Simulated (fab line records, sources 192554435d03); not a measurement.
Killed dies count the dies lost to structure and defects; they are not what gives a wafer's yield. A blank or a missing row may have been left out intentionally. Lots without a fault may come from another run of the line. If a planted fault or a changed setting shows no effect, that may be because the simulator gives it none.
Matching of chambers / flow n5 finfet / N5_HKMG_FIN_ALD_74 on ald hk-03: 4 sister chambers
The step deposits La2O3, target thk 0.5 nm, pulse time 6 s, co reactant pulse time 1 s. 4 wafers are shown with their chamber, then 7 later ones without.

## WAFERS PAIRED WITH THEIR CHAMBERS
wafer=L706.6; chamber=0; heater power w (W)=337
wafer=L716.4; chamber=2; heater power w (W)=384
wafer=L719.1; chamber=3; heater power w (W)=315
wafer=L719.2; chamber=1; heater power w (W)=379

## WAFERS WITH NO CHAMBER GIVEN
wafer=L719.3; heater power w (W)=372
wafer=L720.3; heater power w (W)=344
wafer=L720.4; heater power w (W)=323
wafer=L720.6; heater power w (W)=312
wafer=L721.4; heater power w (W)=317
wafer=L721.5; heater power w (W)=312
wafer=L721.6; heater power w (W)=354

## THE CHAMBER EACH PASSED THROUGH
wafer=L719.3; from the rows above=can't be placed: 1 or 2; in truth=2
wafer=L720.3; from the rows above=0; in truth=0
wafer=L720.4; from the rows above=can't be placed: 3 or 0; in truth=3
wafer=L720.6; from the rows above=3; in truth=3
wafer=L721.4; from the rows above=3; in truth=3
wafer=L721.5; from the rows above=3; in truth=3
wafer=L721.6; from the rows above=can't be placed: 0 or 1 or 2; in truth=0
Placed correctly: 4 of 7. Not placeable from these rows: 3 (in 3, the candidates include the true chamber). Placed wrongly: 0.
How it was worked out, from the rows above alone: a wafer's distance from a chamber is the root of the sum, over the readings, of the square of ((its reading less the chamber's mean) divided by the reading's scatter). If the next closest chamber is less than 2 further off than the closest, the wafer can't be placed; otherwise it belongs to the closest. A chamber's mean is the mean of its shown wafers. The scatter: root of mean squared gap, hidden wafer to nearest shown wafer, with one shown wafer a chamber.
